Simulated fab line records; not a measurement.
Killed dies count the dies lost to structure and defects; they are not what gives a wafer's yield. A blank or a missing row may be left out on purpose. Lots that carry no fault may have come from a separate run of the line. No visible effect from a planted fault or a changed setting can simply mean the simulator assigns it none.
Problem report in the 8D (eight disciplines) form, filled by code | flow n5-finfet | the parts of the form that need people (team, actions taken, sign-off) are left out

1. THE ISSUE
At N5_BEOL_M3_CD_MEAS_11, cd-nm averages 15.65 nm over 6 wafers from 2 lots, while fault-free wafers read 17.09 nm, standard deviation 0.22. That puts it -6.5 standard deviations away from the usual mean.
The step: target cd 17.05 nm.
First observed at day 8 08:35: wafer L882.3, on cd-sem-03. Wafers with a number at this step in the record: 29, from 10 lots. Rule for "out" (also "out of limits"): further than 4 standard deviations from the usual mean. All remaining wafers that have a number are taken as sound.

2. WHAT IT IS, AND WHAT IT ISN'T
question                    | is                     | is not
which readings at this step | cd-nm                  | -
which lots                  | L882, L883             | L878, L881, L884, L886, L889, L894, L895, L897
which wafers of those lots  | all that have a number | -
read on which gauges        | cd-sem-03              | cd-sem-01, cd-sem-02
when                        | from day 8 08:35       | up to then (6 sound wafers); but 17 sound wafers of L884, L886, L889, L894, L895, L897 came after

3. THE SUSPECTS, EACH WITH WHAT RULES IT OUT
Counting: any tool at a process step up to the reading is kept as a suspect provided that every lot that is out went through it and no sound lot did after the first of them.
- the gauge at N5_BEOL_M3_CD_MEAS_11 has been ruled out. All the wafers that are out were read on cd-sem-03, but those of them that N5_BEOL_M3_EXPOSE_08 has rows for are out there too, on other tools.
- euv-scanner-01 at N5_BEOL_M3_EXPOSE_08 (exposes mask M3): kept. It processed each lot that is out, first L882 at day 8 08:28, and no sound lot thereafter; up to then, the last sound lot it processed was L881 at day 8 06:47. Its own exposure-dose-mJ-cm2 readings are out on those wafers.
After counting, what remains is euv-scanner-01 at N5_BEOL_M3_EXPOSE_08.

4. THE CAUSE (what the simulator had put in)
Process parameter drift: euv-scanner-01, from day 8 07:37 on, at N5_BEOL_M3_EXPOSE_08. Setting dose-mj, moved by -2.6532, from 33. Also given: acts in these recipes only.
Counting left only this tool.

5. THE CHAIN OF EFFECTS, in route order
One row per reading whose mean, taken over the struck wafers that have a number, lies over 3 standard deviations from the usual. Only readings for which the record gives a usual standard deviation are gone through. hours: the time from each lot's start at the first step in this table that gives one to its start at this step, as a median over the lots. sigmas: the change in usual standard deviations.
hours | step                    | reading              | usual    | on struck wafers | change | sigmas
0     | N5_BEOL_M3_EXPOSE_08    | exposure-dose-mJ-cm2 | 32.89    | 30.47            | -2.42  | -58
0     | N5_BEOL_M3_CD_MEAS_11   | cd-nm                | 17.09 nm | 15.65            | -1.44  | -6.5
1     | N5_BEOL_M3_CD_MEAS_18   | cd-nm                | 17.9 nm  | 16.6             | -1.3   | -4.3
134   | N5_PASSIVATION_PROBE_49 | defect-limited-yield | 90.9 %   | 17.8             | -73.1  | -49
134   | N5_PASSIVATION_PROBE_49 | killed_at_M0_to_M3   | 36       | 897              | +861   | +86
134   | N5_PASSIVATION_PROBE_49 | killed-dies          | 108      | 970              | +862   | +48
134   | N5_PASSIVATION_PROBE_49 | killed-on-rim        | 15       | 127              | +112   | +27
134   | N5_PASSIVATION_PROBE_49 | sort_bin_5_function  | 5.4 %    | 55.9             | +50.5  | +50
134   | N5_PASSIVATION_PROBE_49 | sort_bin_6_memory    | 3.4 %    | 12.3             | +8.9   | +13
134   | N5_PASSIVATION_PROBE_49 | sort-n-pass          | 1072     | 210              | -862   | -48
134   | N5_PASSIVATION_PROBE_49 | sort-yield-pct       | 90.9 %   | 17.8             | -73.1  | -49
Process steps it contains:
- N5_BEOL_M3_EXPOSE_08: exposes mask M3.
- N5_PASSIVATION_PROBE_49

6. HOW IT WOULD HAVE BEEN CAUGHT EARLIER
In this record the first reading out of limits at a measuring or inspecting step was taken at day 8 08:35, 1 hour after the fault began at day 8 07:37.
Tool's own readings at N5_BEOL_M3_EXPOSE_08, exposure-dose-mJ-cm2: out on all struck wafers the step has rows for; an alarm limit on them would have tripped on the first.
Of the lots that are out (2), L883 began N5_BEOL_M3_EXPOSE_08 on euv-scanner-01 after day 8 08:35. A hold on the tool at that time would have spared it.
